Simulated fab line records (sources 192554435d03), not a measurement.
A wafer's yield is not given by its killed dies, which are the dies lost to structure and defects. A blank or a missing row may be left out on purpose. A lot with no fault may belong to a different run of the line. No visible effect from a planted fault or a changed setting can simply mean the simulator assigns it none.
A struck lot beside a sound one || flow n5 finfet || 16 out of 1938 route steps
Sound: the wafers L307.2, L307.4, L307.6. Struck: wafers L324.4, L324.5 (left out: L324.3, a lot-mate that was not struck); the cause follows at the end.
At each step with rows: each side's tool, then ch and its chambers, then its first start. Under that, the readings that differ: sound wafers || struck wafers || difference of the means || sigmas: that difference in standard deviations of wafers without a fault.
alike: words and numbers the same on both sides, and readings whose means are apart by under 2 such deviations; not compared: readings that were withheld, readings missing a value for some wafer, numbers with overlapping values and no deviation given by the record, and bounds like >300 which may hide the same value.
The two part at a step that has a row with sigmas, a row that says differs or no value, or rows on one side only. Numbers that have no deviation but don't overlap get no sigmas and don't part them. Lack of a reading on every wafer of one side parts them only where that side has two or more wafers.

first, 4 steps without rows for these wafers: N5_BEOL_M7_HM_STRIP_39 (strips TiN in peroxide tin strip, target depth 25 nm, time 158 s); N5_BEOL_M7_SRD_40 (time 30 s); N5_BEOL_M7_PRECLEAN_42 (cleans in residue remover, time 60 s); N5_BEOL_M7_SRD_43 (time 30 s).
N5_BEOL_M7_CD_MEAS_35: the cd target is 40 nm.
  sound on cd sem-02, day 9 13:57; struck on cd sem-02, day 13 21:43
  alike: cd nm
N5_BEOL_M7_CURE_75: cures SiCOH lowk, time 120 s.
  sound on uv cure-03 ch 0, day 9 14:02; struck on uv cure-02 ch 2, day 13 22:06
  alike: lamp power pct, wafer_temp_C_max
N5_BEOL_M7_DEGAS_44: time 60 s.
  sound on pvd sputter-01, day 9 14:19; struck on pvd sputter-02, day 13 23:15
  alike: heater power w
N5_BEOL_M7_PRE_CLEAN_45: time 30 s.
  sound on pvd sputter-01, day 9 14:22; struck on pvd sputter-02, day 13 23:17
  alike: heater power w
then, 1 step without rows for these wafers: N5_BEOL_M7_ALD_77 (deposits TaN, target thk 2 nm, pulse time 2 s, purge time 3 s).
N5_BEOL_M7_SURFACE_TREAT_79:
  sound on pvd sputter-03, day 9 14:50; struck on pvd sputter-03, day 13 23:42
  not compared: throttle valve pct
then, 2 steps without rows for these wafers: N5_BEOL_M7_CVD_78 (deposits Co from CCTBA/H2, target thk 2 nm, time 142.3 s); N5_BEOL_M7_SPUTTER_48 (material Cu, target thk 10 nm, time 1.667 s).
N5_BEOL_M7_ECD_50: material Cu, target thk 300 nm.
  sound on ecd cu-01 ch 0,1, day 9 15:14; struck on ecd cu-02 ch 0, day 14 00:02
{"reading": "model.Cu_of_BEOL_M7_ECD_50.thk nm (nm)", "sound": "294.6 295.2 296", "struck": "225.2 232", "difference": -66.7, "sigmas": ""}
N5_BEOL_M7_ANNEAL_51: time 90 s.
  sound on rtp anneal-02 ch 0, day 9 15:30; struck on rtp anneal-01 ch 0, day 14 00:11
{"reading": "wafer_temp_C_max", "sound": "227.2 226.4 226.6", "struck": "225.6 226.1", "difference": -0.9, "sigmas": -3}
N5_BEOL_M7_CMP_52: polishes, stops on SiCOH lowk, t overpolish 6.9 s, target thk 80 nm.
  sound on cmp-03 ch 0,1, day 9 15:45; struck on cmp-04 ch 1,2, day 14 00:29
{"reading": "head pressure psi (psi)", "sound": "1.0007 0.9985 1.0020", "struck": "0.9956 0.9957", "difference": -0.0047, "sigmas": -2}
{"reading": "time to endpoint s (s)", "sound": "60 57 58", "struck": "45 45", "difference": -13, "sigmas": -4}
  alike: motor current A
N5_BEOL_M7_THK_MEAS_53: measures by xrf.
  sound on film metro-01, day 9 16:03; struck on film metro-01, day 14 00:43
  alike: M7_THK

WHERE THEY PART
First at N5_BEOL_M7_ANNEAL_51; last, within this record, at N5_BEOL_M7_CMP_52. Later steps at which nothing parts them and some readings are alike: N5_BEOL_M7_THK_MEAS_53.

WHY: whatever the simulator had introduced
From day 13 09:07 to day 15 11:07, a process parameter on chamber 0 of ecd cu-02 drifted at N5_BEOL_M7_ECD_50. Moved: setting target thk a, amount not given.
